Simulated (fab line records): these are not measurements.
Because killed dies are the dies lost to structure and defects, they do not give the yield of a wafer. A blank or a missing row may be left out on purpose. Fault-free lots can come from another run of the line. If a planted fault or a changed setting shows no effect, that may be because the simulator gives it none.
Chamber matching / flow nandHarc / 8 sister chambers for NHARC_P_ZERO_WELL_STRIP_15 on wetBench-02
The step strips in SPM, time 900 s. 16 wafers are shown with their chamber, then 8 later ones without.

WAFERS, EACH WITH ITS CHAMBER
wafer=L552.2; chamber=6; bathGuardTempC (C)=130.4; bathHeatDutyPct (%)=15.5
wafer=L552.3; chamber=7; bathGuardTempC (C)=129.6; bathHeatDutyPct (%)=16.1
wafer=L552.6; chamber=3; bathGuardTempC (C)=131.1; bathHeatDutyPct (%)=15.4
wafer=L554.2; chamber=7; bathGuardTempC (C)=129.9; bathHeatDutyPct (%)=15.9
wafer=L554.3; chamber=1; bathGuardTempC (C)=129.4; bathHeatDutyPct (%)=14.8
wafer=L554.4; chamber=5; bathGuardTempC (C)=130.7; bathHeatDutyPct (%)=14.7
wafer=L556.1; chamber=4; bathGuardTempC (C)=129.6; bathHeatDutyPct (%)=12.9
wafer=L556.2; chamber=3; bathGuardTempC (C)=130.7; bathHeatDutyPct (%)=14.9
wafer=L556.3; chamber=2; bathGuardTempC (C)=128.9; bathHeatDutyPct (%)=15.4
wafer=L558.2; chamber=0; bathGuardTempC (C)=129.4; bathHeatDutyPct (%)=16.5
wafer=L558.4; chamber=1; bathGuardTempC (C)=129.1; bathHeatDutyPct (%)=13.3
wafer=L558.6; chamber=2; bathGuardTempC (C)=129.0; bathHeatDutyPct (%)=16.4
wafer=L559.2; chamber=3; bathGuardTempC (C)=131.0; bathHeatDutyPct (%)=15.2
wafer=L559.3; chamber=7; bathGuardTempC (C)=130.1; bathHeatDutyPct (%)=15.4
wafer=L559.5; chamber=6; bathGuardTempC (C)=130.3; bathHeatDutyPct (%)=15.9
wafer=L561.2; chamber=2; bathGuardTempC (C)=129.1; bathHeatDutyPct (%)=14.4

SIGNATURES, as means of the wafers listed above
reading=bathGuardTempC; chamber 0=129.400; chamber 1=129.250; chamber 2=129.000; chamber 3=130.933; chamber 4=129.600; chamber 5=130.700; chamber 6=130.350; chamber 7=129.867; scatter within a chamber=0.188
reading=bathHeatDutyPct; chamber 0=16.500; chamber 1=14.050; chamber 2=15.400; chamber 3=15.167; chamber 4=12.900; chamber 5=14.700; chamber 6=15.700; chamber 7=15.800; scatter within a chamber=0.67
Rule: for each reading, subtract the chamber's mean from the wafer's reading, divide by that reading's scatter and square the result; add these up over the readings and take the root, which gives the wafer's distance from the chamber. If the next closest chamber is less than 2 further off than the closest, the wafer can't be placed; otherwise it belongs to the closest. The scatter: the root of (the sum of the squares of (reading less its chamber's mean) over the shown wafers, divided by (wafers less chambers)).

WAFERS WITH NO CHAMBER GIVEN
wafer=L561.4; bathGuardTempC (C)=130.5; bathHeatDutyPct (%)=15.1
wafer=L561.5; bathGuardTempC (C)=128.4; bathHeatDutyPct (%)=16.1
wafer=L562.2; bathGuardTempC (C)=129.3; bathHeatDutyPct (%)=14.2
wafer=L562.4; bathGuardTempC (C)=130.4; bathHeatDutyPct (%)=15.7
wafer=L562.6; bathGuardTempC (C)=131.5; bathHeatDutyPct (%)=13.4
wafer=L565.3; bathGuardTempC (C)=128.9; bathHeatDutyPct (%)=15.5
wafer=L565.4; bathGuardTempC (C)=130.6; bathHeatDutyPct (%)=17.0
wafer=L565.6; bathGuardTempC (C)=130.4; bathHeatDutyPct (%)=16.3

EACH ONE'S CHAMBER
wafer=L561.4; from the rows above=can't be placed: 6 or 5 or 3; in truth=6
wafer=L561.5; from the rows above=can't be placed: 2 or 0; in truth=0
wafer=L562.2; from the rows above=1; in truth=1
wafer=L562.4; from the rows above=can't be placed: 6 or 5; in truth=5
wafer=L562.6; from the rows above=can't be placed: 3 or 5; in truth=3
wafer=L565.3; from the rows above=2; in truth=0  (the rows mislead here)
wafer=L565.4; from the rows above=can't be placed: 6 or 3 or 5 or 7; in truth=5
wafer=L565.6; from the rows above=can't be placed: 6 or 5 or 7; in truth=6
Correct placement for 1 of the 8. Cannot be placed on the basis of these rows: 6; the candidates contain the true chamber in 6. Wrongly placed: 1.
